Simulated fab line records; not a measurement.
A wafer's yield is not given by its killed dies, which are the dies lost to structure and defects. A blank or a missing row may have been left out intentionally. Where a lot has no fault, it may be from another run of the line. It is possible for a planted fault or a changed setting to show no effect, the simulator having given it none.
Which tool was responsible?	flow n5 finfet	8 lots with 24 wafers sampled at 8 steps, on a route of 1938 steps

== WHAT EACH GAUGE READ, for each wafer ==
N5_SD_EPI_N_INSPECT_26: inspects for defects (darkfield).
lot	measured	on	raw defect count
L503	day 4 03:22	defect inspect-02	264 270 252
L506	day 4 20:23	defect inspect-02	130 232 170
L511	day 6 01:59	defect inspect-01	803 851 791
L512	day 6 11:07	defect inspect-01	223 152 243
L513	day 6 13:16	defect inspect-01	790 829 855
L520	day 8 06:45	defect inspect-01	261 290 257
L522	day 8 20:02	defect inspect-01	196 242 246
L523	day 9 02:28	defect inspect-02	164 203 133

N5_SD_EPI_P_INSPECT_11: inspects for defects (macro).
lot	measured	on	raw defect count
L503	day 4 03:42	defect inspect-02	0 2 1
L506	day 4 20:50	defect inspect-02	3 2 1
L511	day 6 02:27	defect inspect-01	>300 >300 >300
L512	day 6 11:34	defect inspect-02	1 2 2
L513	day 6 13:43	defect inspect-01	>300 >300 >300
L520	day 8 07:05	defect inspect-01	2 2 4
L522	day 8 20:21	defect inspect-02	2 1 2
L523	day 9 02:47	defect inspect-02	1 2 0

N5_SD_EPI_P_INSPECT_26: inspects for defects (darkfield).
lot	measured	on	raw defect count
L503	day 4 08:17	defect inspect-02	257 230 230
L506	day 5 00:36	defect inspect-01	145 201 117
L511	day 6 06:12	defect inspect-02	759 814 785
L512	day 6 15:23	defect inspect-02	189 121 167
L513	day 6 17:28	defect inspect-01	788 835 845
L520	day 8 10:59	defect inspect-02	168 204 188
L522	day 9 00:06	defect inspect-02	141 202 145
L523	day 9 06:33	defect inspect-02	114 169 131

N5_BEOL_M4_RC_MEAS_101.
lot	measured	on	DIBL_N (mV/V)	DIBL_P (mV/V)	IOFF_N (nA/um)	IOFF_P (nA/um)	ION_N (uA/um)	ION_P (uA/um)	SS_N (mV/dec)	SS_P (mV/dec)	VT_N (mV)	VT_P (mV)
L503	day 9 08:19	prober-01	37.3 35.1 38.7	37.6 34.8 39.2	0.186 0.148 0.218	0.275 0.214 0.307	672 670 690	470 469 478	72.6 71.1 73.0	73.6 72.8 73.3	245.2 250.7 246.7	-245.2 -248.0 -243.2
L506	day 10 07:00	prober-01	36.8 36.9 35.7	37.2 35.8 35.7	0.170 0.168 0.149	0.235 0.222 0.217	681 685 671	470 469 467	72.2 70.7 71.8	73.8 73.4 73.9	248.3 248.3 252.0	-249.1 -250.4 -249.9
L511	day 11 03:49	prober-01	35.8 34.1 34.7	35.2 32.7 34.5	0.141 0.116 0.120	0.200 0.167 0.191	670 649 654	462 450 464	71.3 70.6 70.8	73.0 72.7 73.3	252.4 257.0 253.8	-250.8 -254.7 -251.3
L512	day 11 11:40	prober-02	36.8 34.5 35.1	35.5 33.3 33.3	0.161 0.123 0.129	0.211 0.178 0.176	677 660 659	454 452 454	71.4 71.1 71.6	74.0 72.7 73.3	253.2 253.4 254.8	-251.8 -253.1 -253.2
L513	day 12 10:47	prober-02	34.4 36.0 37.2	34.2 36.0 37.4	0.117 0.137 0.153	0.164 0.192 0.211	656 656 666	447 452 456	70.8 71.7 71.6	72.5 72.9 73.3	253.0 252.0 251.0	-251.7 -252.3 -252.4
L520	day 13 21:12	prober-01	35.8 32.8 34.9	38.0 34.6 37.1	0.168 0.121 0.152	0.216 0.176 0.203	673 669 685	462 460 474	71.5 71.3 71.5	73.4 72.8 73.5	249.3 251.3 252.4	-252.6 -253.5 -249.4
L522	day 14 04:28	prober-02	34.8 35.1 36.2	35.7 36.5 37.1	0.130 0.138 0.155	0.177 0.189 0.208	667 674 671	465 461 459	71.1 71.4 71.0	73.4 72.4 73.0	252.7 252.6 252.4	-253.0 -253.8 -251.6
L523	day 15 00:24	prober-02	35.8 35.0 35.3	35.8 34.7 34.6	0.145 0.134 0.136	0.211 0.189 0.192	689 679 672	473 469 462	70.6 70.9 70.7	72.9 72.8 73.1	248.5 250.8 250.5	-249.6 -249.5 -249.6

== TOOL THAT RAN EACH LOT (tool first, then ch and the chambers of the sampled wafers, then the start) ==
lot	N5_SD_EPI_N_DESCUM_14	N5_SD_EPI_N_ETCH_35	N5_SD_EPI_N_ETCH_45	N5_SD_EPI_N_PRECLEAN_24
L503	rie diel-05 ch 0,2,3, day 3 21:42	rie diel-05 ch 0,2,3, day 3 21:47	rie diel-05 ch 0,2,3, day 3 22:13	wet bench-02 ch 0,1,2, day 4 02:51
L506	rie diel-06 ch 0,2,3, day 4 13:17	rie diel-06 ch 0,2,3, day 4 13:23	rie diel-06 ch 0,2,3, day 4 13:48	wet bench-02 ch 0,3,7, day 4 19:47
L511	rie diel-06 ch 0,1,2, day 5 22:03	rie diel-06 ch 0,1,2, day 5 22:08	rie diel-06 ch 0,1,2, day 5 22:34	wet bench-02 ch 2,4,5, day 6 01:29
L512	rie diel-06 ch 0,2,3, day 6 07:09	rie diel-06 ch 0,2,3, day 6 07:14	rie diel-06 ch 0,2,3, day 6 07:40	wet bench-05 ch 4,5,6, day 6 10:35
L513	rie diel-03 ch 0,1,3, day 6 08:55	rie diel-03 ch 0,1,3, day 6 09:00	rie diel-03 ch 0,1,3, day 6 09:26	wet bench-02 ch 0,4,5, day 6 12:20
L520	rie diel-06 ch 0,3, day 8 02:46	rie diel-06 ch 0,3, day 8 02:52	rie diel-06 ch 0,3, day 8 03:17	wet bench-04 ch 1,3,5, day 8 06:14
L522	rie diel-05 ch 0,1,2, day 8 15:37	rie diel-05 ch 0,1,2, day 8 15:43	rie diel-05 ch 0,1,2, day 8 16:08	wet bench-05 ch 0,1,7, day 8 19:03
L523	rie diel-05 ch 0,1,2, day 8 22:30	rie diel-05 ch 0,1,2, day 8 22:35	rie diel-05 ch 0,1,2, day 8 23:01	wet bench-04 ch 2,3,7, day 9 01:57
- N5_SD_EPI_N_DESCUM_14: chemistry O2, time 7.9 s.
- N5_SD_EPI_N_ETCH_35: etches SOC in N2/H2, overetch 108 nm, time 486 s.
- N5_SD_EPI_N_ETCH_45: etches SiOCN in CH3F/O2, target depth 6 nm.
- N5_SD_EPI_N_PRECLEAN_24: cleans in O3/DIW, time 60 s.

== WHAT THE TOOLS THEMSELVES READ (means of the sampled wafers that have a number; where no wafer has one, the mark that the record gives instead) ==
N5_SD_EPI_N_DESCUM_14.
lot	tool	drypump motor current A (A)	oes product au (a.u.)	rf vpp V (V)	showerhead plenum p Torr (Torr)	throttle valve pct (%)
L503	rie diel-05	5.5	0.71	242.4	1.98	20.62
L506	rie diel-06	6.2	0.76	243.5	2.06	20.44
L511	rie diel-06	5.8	0.84	243.4	2.11	20.33
L512	rie diel-06	6.2	0.74	242.3	2.05	20.47
L513	rie diel-03	5.8	0.72	244.3	2.14	20.64
L520	rie diel-06	6.2	0.89	241.9	2.05	20.23
L522	rie diel-05	5.5	0.80	242.8	2.07	20.44
L523	rie diel-05	5.5	0.80	242.9	2.07	20.43

N5_SD_EPI_N_ETCH_35.
lot	tool	drypump motor current A (A)	oes product au (a.u.)	rf vpp V (V)	showerhead plenum p Torr (Torr)	throttle valve pct (%)
L503	rie diel-05	5.5	0.64	237.9	2.41	23.91
L506	rie diel-06	6.2	0.67	240.2	2.50	23.86
L511	rie diel-06	5.8	0.75	240.4	2.56	23.81
L512	rie diel-06	6.2	0.66	240.4	2.49	23.87
L513	rie diel-03	5.9	0.65	241.9	2.60	23.98
L520	rie diel-06	6.2	0.79	239.7	2.48	23.70
L522	rie diel-05	5.5	0.71	240.2	2.51	23.78
L523	rie diel-05	5.5	0.71	240.5	2.51	23.79

N5_SD_EPI_N_ETCH_45.
lot	tool	drypump motor current A (A)	mfc ar sccm (sccm)	oes product au (a.u.)	rf vpp V (V)	showerhead plenum p Torr (Torr)	throttle valve pct (%)
L503	rie diel-05	5.5	150.2	0.71	126.4	1.89	23.50
L506	rie diel-06	6.2	149.8	0.75	127.6	1.96	23.29
L511	rie diel-06	5.8	150.4	0.85	127.3	2.01	23.17
L512	rie diel-06	6.2	150.3	0.74	127.2	1.95	23.31
L513	rie diel-03	5.9	150.3	0.73	127.8	2.04	23.54
L520	rie diel-06	6.2	149.6	0.90	126.1	1.95	23.12
L522	rie diel-05	5.5	150.4	0.80	127.2	1.97	23.33
L523	rie diel-05	5.5	150.3	0.79	126.8	1.97	23.33

== THE ANSWER, worked out from the rows above alone ==
Rule: the usual values come from the lots themselves. Put in order of their means at a reading, lots are off if they are a third of the lots or fewer, leave a main group of 4 or more, and stand apart from it by a gap of 3 or more times the standard deviation of the main group's means; of several such gaps the widest counts. The tables above print the reading to a certain number of digits; a main group whose means all agree to those digits is not used. A lot without any number at a reading at which 4 lots or more have one is off too. The other lots that the step has rows for count as sound. Order of review: gauges by route order, followed by the tools' own readings, for which a lot's mean as printed above is used. The first step at which some lot is off is used, and at that step the reading that is off furthest; a lot without a number counts as furthest.
Off at N5_SD_EPI_N_INSPECT_26 (raw defect count): L511, L513. The main group has a mean of 218 with a standard deviation of 39.
If a tool, at a process step before that reading, ran all the lots that are off and no sound lot after the first of them, it fits. Those tools and the gauges at N5_SD_EPI_N_INSPECT_26 are tried in the same way. One fits: wet bench-02 at N5_SD_EPI_N_PRECLEAN_24. Its last sound lot is L506 (day 4 19:47), its first lot that is off L511 (day 6 01:29): a fault that began between those two fits.

== WHAT THE SIMULATOR HAD INSERTED ==
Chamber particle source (wet bench-02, N5_SD_EPI_N_PRECLEAN_24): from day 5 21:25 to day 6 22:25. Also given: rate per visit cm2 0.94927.
Lots struck among those shown: L511, L513. The rule given above showed the same thing.
